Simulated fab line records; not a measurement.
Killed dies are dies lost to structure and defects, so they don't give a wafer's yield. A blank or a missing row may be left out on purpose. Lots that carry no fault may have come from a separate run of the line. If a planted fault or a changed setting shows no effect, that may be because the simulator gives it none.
Comparing a struck lot with a sound one	flow n5_finfet	14 steps out of a route of 1938
Sound: these wafers, L873.3, L873.5, L873.6. Wafers L875.2, L875.4, L875.6 were the ones struck. The cause is given at the end.
Each step with rows lists, per side, the tool, then ch with its chambers, then its first start. Under that, the readings that differ: sound wafers	struck wafers	difference of the means	sigmas: that difference in standard deviations of wafers without a fault.
alike: same words and numbers on both sides, and readings whose means sit less than 2 such deviations apart. not compared: any withheld reading, any reading some wafer has no value for, any bound like >300 that may hide the same value, and any number with overlapping values for which the record gives no deviation.
A row with sigmas, a row that says differs or no value, or rows on one side alone: a step with any of these is where the two part. Non-overlapping numbers with no deviation appear without sigmas and do not part them. A reading missing from all wafers of one side parts the sides only when that side holds two or more wafers.

first, 1 step without rows for these wafers: N5_DUMMY_GATE_SRD_47 (dry time 32 s).
N5_DUMMY_GATE_CMP_04: polishes a-Si.
  sound on cmp-03 ch 1,2,3, day 3 06:41; struck on cmp-03 ch 1,2,3, day 3 18:33
  alike: motor_current_A, retaining_ring_pressure_frac, time_to_endpoint_s
N5_DUMMY_GATE_THK_MEAS_05:
  sound on film_metro-02 at day 3 06:50; struck on film_metro-01 at day 3 18:47
  alike: thk_nm
then, 9 steps without rows for these wafers: N5_DUMMY_GATE_HM_DEP_06 (deposits SiNx from DCS/NH3, target thk 80 nm, time 5141 s); N5_DUMMY_GATE_PECVD_30 (deposits SiO2 from TEOS/O2, target thk 55 nm, time 10.8 s); N5_DUMMY_GATE_COAT_34 (time 60 s, resist thk 60 nm); N5_DUMMY_GATE_COAT_35 (time 60 s, resist thk 10 nm); N5_DUMMY_GATE_COAT_28 (time 60 s, resist thk 10 nm); N5_DUMMY_GATE_COAT_09 (resist thk 30 nm); N5_DUMMY_GATE_EBR_11; N5_DUMMY_GATE_SOFTBAKE_10 (time 60 s); N5_DUMMY_GATE_EXPOSE_12 (exposes mask GATE, target cd 25 nm).
N5_DUMMY_GATE_PEB_13: peb time 60 s.
  sound on litho_track-02 ch 0, day 3 11:04; struck on litho_track-02, day 3 23:01
  no value came back on the struck wafers for chill_plate_temp_C (C), exhaust_pa (Pa); on the sound wafers chill_plate_temp_C (C) reads 22.99 23.08 23.14
then, 1 step without rows for these wafers: N5_DUMMY_GATE_DEVELOP_14 (develop time 30 s).

## WHERE THEY PART
N5_DUMMY_GATE_PEB_13 only, going by this record.

WHY: what had been put in by the simulator
Entire step skipped (litho_track-02, N5_DUMMY_GATE_PEB_13), from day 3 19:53 onward. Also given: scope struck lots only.
